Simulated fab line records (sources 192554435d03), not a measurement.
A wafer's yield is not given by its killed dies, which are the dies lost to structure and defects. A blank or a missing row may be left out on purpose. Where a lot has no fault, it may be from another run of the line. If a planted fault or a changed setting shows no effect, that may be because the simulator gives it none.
8D (eight disciplines) problem report, filled in by code ; flow n5Finfet ; the parts of the form that need people (team, actions taken, sign-off) are left out

== 1. WHAT IS WRONG ==
At N5_BEOL_M1_ETCH_74, biasW averages 156.4 W over 2 wafers from 2 lots, while fault-free wafers read 150.0 W, standard deviation 0.47. That puts it +14 standard deviations away from the usual mean.
The step: etches underlayer in N2/H2, target depth 6.5 nm, time 5.2 s.
Seen first at day 9 19:35 on rieDiel-06, wafer L459.1. The record holds 18 wafers of 6 lots with a number at this step. The rule behind "out" and "out of limits": a value lying over 4 standard deviations away from the usual mean. Any other wafer with a number is counted as sound.

== 2. WHAT IT IS, AND WHAT IT ISN'T ==
question;is;is not
which readings at this step;biasW, rfVppV;drypumpMotorCurrentA, rfFwdPowerW, showerheadPlenumPTorr, throttleValvePct
which lots;L459, L461;L449, L454, L465, L466
which wafers of those lots;L459.1, L461.4;L459.2, L459.6, L461.2, L461.5
read on which tools;rieDiel-06;rieDiel-05
when;from day 9 19:35;"up to then (8 sound wafers); but 8 sound wafers of L461, L465, L466 came after"

== 3. THE SUSPECTS, EACH WITH WHAT RULES IT OUT ==
Counting: any tool at a process step up to the reading remains a suspect provided it ran every lot that is out. Sound lots after the first of them don't rule it out here, since some wafers of a struck lot are sound.
- rieDiel-06 at N5_BEOL_M1_DESCUM_16 (chemistry O2, time 7 s): kept. It processed each lot that is out (first: L459, day 9 19:33); up to then, its last sound lot is L454 (day 8 16:31).
- rieDiel-06 at N5_BEOL_M1_ETCH_74 (etches underlayer in N2/H2, target depth 6.5 nm, time 5.2 s): kept. It processed each lot that is out (first: L459, day 9 19:35); up to then, its last sound lot is L454 (day 8 16:32). Its own readings are out on those wafers: biasW, rfVppV.
- rieDiel-06, N5_BEOL_M1_DESCUM_16: wafers that are out in chamber 3, sound lot-mates in chambers 0, 1.
- rieDiel-06, N5_BEOL_M1_ETCH_74: wafers that are out in chamber 3, sound lot-mates in chambers 0, 1.
Left after counting: rieDiel-06 at N5_BEOL_M1_DESCUM_16, rieDiel-06 at N5_BEOL_M1_ETCH_74.

== 4. THE CAUSE (what the simulator had put in) ==
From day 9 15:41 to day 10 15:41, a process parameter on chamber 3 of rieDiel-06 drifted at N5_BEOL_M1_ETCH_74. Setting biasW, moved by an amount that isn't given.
This tool is one of the 2 suspects left after counting.

== 5. THE CHAIN OF EFFECTS, in route order ==
Each row: a reading where the mean over the struck wafers with a number is more than 3 standard deviations away from the usual. Readings are gone through only where the record gives a usual standard deviation; hours: the median, over the lots, of the time from a lot's start at the first step in this table giving one to that lot's start at this step; sigmas: the change measured in usual standard deviations.
hours;step;reading;usual;on struck wafers;change;sigmas
0;N5_BEOL_M1_ETCH_74;biasW;150.0 W;156.4;+6.4;+14
0;N5_BEOL_M1_ETCH_74;rfVppV;524.1 V;536.2;+12.1;+6.1
It contains these process steps:
- N5_BEOL_M1_ETCH_74: etches underlayer in N2/H2, target depth 6.5 nm, time 5.2 s.
Later measuring or inspecting steps at which every struck wafer that the step has a row for has a number for every such reading, and none has moved that far: N5_BEOL_M4_RC_MEAS_101.

== 6. HOW IT WOULD HAVE BEEN CAUGHT EARLIER ==
In this record the first reading out of limits was taken at day 9 19:35, 4 hours after the fault began at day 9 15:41.
